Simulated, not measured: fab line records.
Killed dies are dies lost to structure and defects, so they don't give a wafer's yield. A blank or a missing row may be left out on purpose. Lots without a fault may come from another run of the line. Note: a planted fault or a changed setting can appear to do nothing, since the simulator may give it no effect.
Commonality check across tools ; flow nand_harc ; Lots sampled 12, wafers sampled 36

## WHAT PROMPTED THE OPENING
Flagged at NHARC_A_CONTACT_INSPECT_44: reading raw_defect_count, on 2 of 12 lots. Wafers without a fault read 26, standard deviation 14.
Rule: a lot is flagged when every wafer of it that has a number lies more than 4 standard deviations from that mean, or none has a number. The other lots count as sound.

lot;measured;on;raw_defect_count, wafer by wafer;flag
L264;day 16 03:49;defect_inspect-02;9 8 16;
L265;day 16 19:08;defect_inspect-01;31 40 39;
L268;day 16 19:20;defect_inspect-02;5 5 5;
L269;day 17 03:46;defect_inspect-02;26 42 28;
L270;day 17 06:57;defect_inspect-01;13 11 13;
L271;day 17 20:49;defect_inspect-01;11 11 17;
L274;day 18 14:13;defect_inspect-02;31 25 33;
L278;day 20 00:59;defect_inspect-02;355 296 315;FLAGGED
L281;day 20 10:43;defect_inspect-01;308 355 365;FLAGGED
L285;day 21 16:25;defect_inspect-01;26 25 41;
L287;day 22 01:46;defect_inspect-02;39 40 34;
L286;day 22 07:47;defect_inspect-01;35 39 43;
The numbers of the flagged lots are 332 on average: +306 against the usual, or +22 standard deviations.

## LOT BY LOT: THE TOOL USED
3 process steps preceding the reading are held in the record, out of 1159 steps in the route. In each cell: the tool, then ch and the chambers that the sampled wafers went through, then the start.
lot;flag;NHARC_A_WL_FILL_CVD_20;NHARC_A_WL_FILL_CMP_12;NHARC_A_CONTACT_DEP_28
L264;;cvd_w-02 ch 0,1, day 15 23:19 or earlier;cmp-02 ch 1,3, day 15 23:19;acl_dep-01 ch 0, day 16 00:46
L265;;cvd_w-02 ch 0,1, day 16 11:59 or earlier;cmp-04 ch 0,3, day 16 11:59;acl_dep-03 ch 0, day 16 16:13
L268;;cvd_w-01 ch 0,1, day 16 12:25 or earlier;cmp-02 ch 1,2, day 16 12:25;acl_dep-02 ch 0, day 16 16:55
L269;;cvd_w-02 ch 0,1, day 16 23:27 or earlier;cmp-04 ch 2,3, day 16 23:27;acl_dep-01 ch 0, day 17 00:57
L270;;cvd_w-01 ch 0,1, day 17 02:22 or earlier;cmp-04 ch 0,1,3, day 17 02:22;acl_dep-03 ch 0, day 17 03:51
L271;;cvd_w-01 ch 0,1, day 17 16:41 or earlier;cmp-01 ch 2,3, day 17 16:41;acl_dep-02 ch 0, day 17 17:49
L274;;cvd_w-02 ch 1, day 18 08:20 or earlier;cmp-02 ch 1,2, day 18 08:20;acl_dep-01 ch 0, day 18 11:13
L278;FLAGGED;cvd_w-02 ch 0,1, day 19 20:45 or earlier;cmp-04 ch 2,3, day 19 20:45;acl_dep-02 ch 0, day 19 22:38
L281;FLAGGED;cvd_w-01 ch 0,1, day 20 02:05 or earlier;cmp-01 ch 0,1,3, day 20 02:05;acl_dep-02 ch 0, day 20 08:02
L285;;cvd_w-02 ch 1, day 21 12:11 or earlier;cmp-04 ch 0,1, day 21 12:11;acl_dep-03 ch 0, day 21 13:43
L287;;cvd_w-01 ch 0,1, day 21 21:26 or earlier;cmp-01 ch 0,1, day 21 21:26;acl_dep-03 ch 0, day 21 23:23
L286;;cvd_w-01 ch 0,1, day 22 03:05 or earlier;cmp-01 ch 1,3, day 22 03:05;acl_dep-03 ch 0, day 22 05:25
These steps, and what they do:
- NHARC_A_WL_FILL_CVD_20: deposits W, target thk 75 nm, time 5064 s.
- NHARC_A_WL_FILL_CMP_12: polishes, t overpolish 30 s, target thk 75 nm.
- NHARC_A_CONTACT_DEP_28: deposits aC, target thk 3600 nm.
- NHARC_A_CONTACT_INSPECT_44

## FLAGGED AGAINST TOTAL, ONE TOOL AT A TIME (gauges that did the reading follow at the end)
step;tool;lots run;flagged;share of the flagged lots;sound lots run after its first flagged lot
NHARC_A_WL_FILL_CVD_20;cvd_w-01;6;1;some;2 (L287,L286)
NHARC_A_WL_FILL_CVD_20;cvd_w-02;6;1;some;1 (L285)
NHARC_A_WL_FILL_CMP_12;cmp-01;4;1;some;2 (L287,L286)
NHARC_A_WL_FILL_CMP_12;cmp-02;3;0;none;-
NHARC_A_WL_FILL_CMP_12;cmp-04;5;1;some;1 (L285)
NHARC_A_CONTACT_DEP_28;acl_dep-01;3;0;none;-
NHARC_A_CONTACT_DEP_28;acl_dep-02;4;2;all;0
NHARC_A_CONTACT_DEP_28;acl_dep-03;5;0;none;-
NHARC_A_CONTACT_INSPECT_44;defect_inspect-01;6;1;some;2 (L285,L286)
NHARC_A_CONTACT_INSPECT_44;defect_inspect-02;6;1;some;1 (L287)
NHARC_A_WL_FILL_CVD_20 gives no start for some lots, so the hours and the order of its lots are those of NHARC_A_WL_FILL_CMP_12.

## THE TABLE: WHAT IT ALLOWS
1 row of the table ran every flagged lot: acl_dep-02 at NHARC_A_CONTACT_DEP_28.
- acl_dep-02 at NHARC_A_CONTACT_DEP_28: 2 of its 4 lots flagged. A fault beginning between L271 (day 17 17:49), its last sound lot, and L278 (day 19 22:38), its first flagged one, fits the data.
Left over: one tool, acl_dep-02 at NHARC_A_CONTACT_DEP_28.

## WHAT THE SIMULATOR PUT IN
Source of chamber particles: acl_dep-02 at NHARC_A_CONTACT_DEP_28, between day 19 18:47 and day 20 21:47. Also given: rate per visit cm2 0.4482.
Shown lots that were struck: L278, L281. Same finding as the rule above.
